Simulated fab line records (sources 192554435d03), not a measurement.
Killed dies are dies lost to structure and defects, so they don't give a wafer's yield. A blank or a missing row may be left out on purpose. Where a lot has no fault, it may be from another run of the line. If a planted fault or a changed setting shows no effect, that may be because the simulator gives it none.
Matching of chambers -- flow n5 finfet -- rie diel-01 running N5_BEOL_M11_STRIP_67: 4 sister chambers
The step strips in CF4. 24 wafers are shown with their chamber, then 12 later ones without.

## WAFERS PAIRED WITH THEIR CHAMBERS
wafer,chamber,showerhead plenum p Torr (Torr),drypump motor current A (A),throttle valve pct (%)
L074.2,0,1.78,5.8,13.89
L074.3,2,1.86,5.5,14.07
L074.6,0,1.78,5.8,13.86
L077.3,0,1.78,5.7,13.89
L077.5,0,1.78,5.7,13.89
L077.6,3,1.71,6.4,13.81
L078.1,0,1.78,5.7,13.89
L078.2,3,1.71,6.4,13.80
L078.3,2,1.86,5.5,14.09
L082.4,2,1.85,5.5,14.09
L082.5,2,1.86,5.5,14.11
L082.6,3,1.71,6.5,13.80
L081.2,1,1.77,6.0,13.89
L081.3,2,1.85,5.5,14.11
L081.5,3,1.71,6.5,13.80
L083.2,1,1.77,6.1,13.90
L083.3,0,1.78,5.8,13.92
L083.5,0,1.78,5.7,13.93
L085.2,2,1.85,5.5,14.14
L085.3,1,1.77,6.0,13.90
L085.6,2,1.85,5.5,14.11
L091.3,1,1.76,6.0,13.95
L091.4,2,1.85,5.5,14.16
L091.6,1,1.76,6.0,13.93

SIGNATURES, as means of the wafers listed above
reading,chamber 0,chamber 1,chamber 2,chamber 3,scatter within a chamber
showerhead plenum p Torr,1.7800,1.7660,1.8538,1.7100,0.00392
drypump motor current A,5.743,6.020,5.500,6.450,0.0419
throttle valve pct,13.8957,13.9140,14.1100,13.8025,0.024
Rule: for each reading, subtract the chamber's mean from the wafer's reading, divide by that reading's scatter and square the result; add these up over the readings and take the root, which gives the wafer's distance from the chamber. If the next closest chamber is less than 2 further off than the closest, the wafer can't be placed; otherwise it belongs to the closest. How the scatter is found: for the shown wafers, subtract from each reading the mean of its chamber, square and add these, divide the total by (wafers less chambers), then take the root.

## WAFERS WHOSE CHAMBER IS MISSING
wafer,showerhead plenum p Torr (Torr),drypump motor current A (A),throttle valve pct (%)
L090.2,1.71,6.4,13.84
L090.3,1.77,5.8,13.96
L090.4,1.84,5.5,14.16
L094.1,1.76,6.0,13.41
L094.2,1.84,5.5,14.22
L094.3,1.71,6.5,13.85
L097.1,1.71,6.4,13.83
L097.5,1.71,6.4,13.85
L097.6,1.76,6.0,13.42
L095.1,1.71,6.5,13.84
L095.4,1.84,5.5,14.21
L095.5,1.71,6.5,13.86

## CHAMBER TAKEN BY EACH
wafer,from the rows above,in truth
L090.2,3,3
L090.3,can't be placed: 0 or 1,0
L090.4,2,2
L094.1,can't be placed: 1 or 0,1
L094.2,2,2
L094.3,3,3
L097.1,3,3
L097.5,3,3
L097.6,can't be placed: 1 or 0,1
L095.1,3,3
L095.4,2,2
L095.5,3,3
Placed correctly: 9 of 12. From these rows, 3 cannot be placed; in 3 the true chamber is one of the candidates. Number placed wrongly: 0.
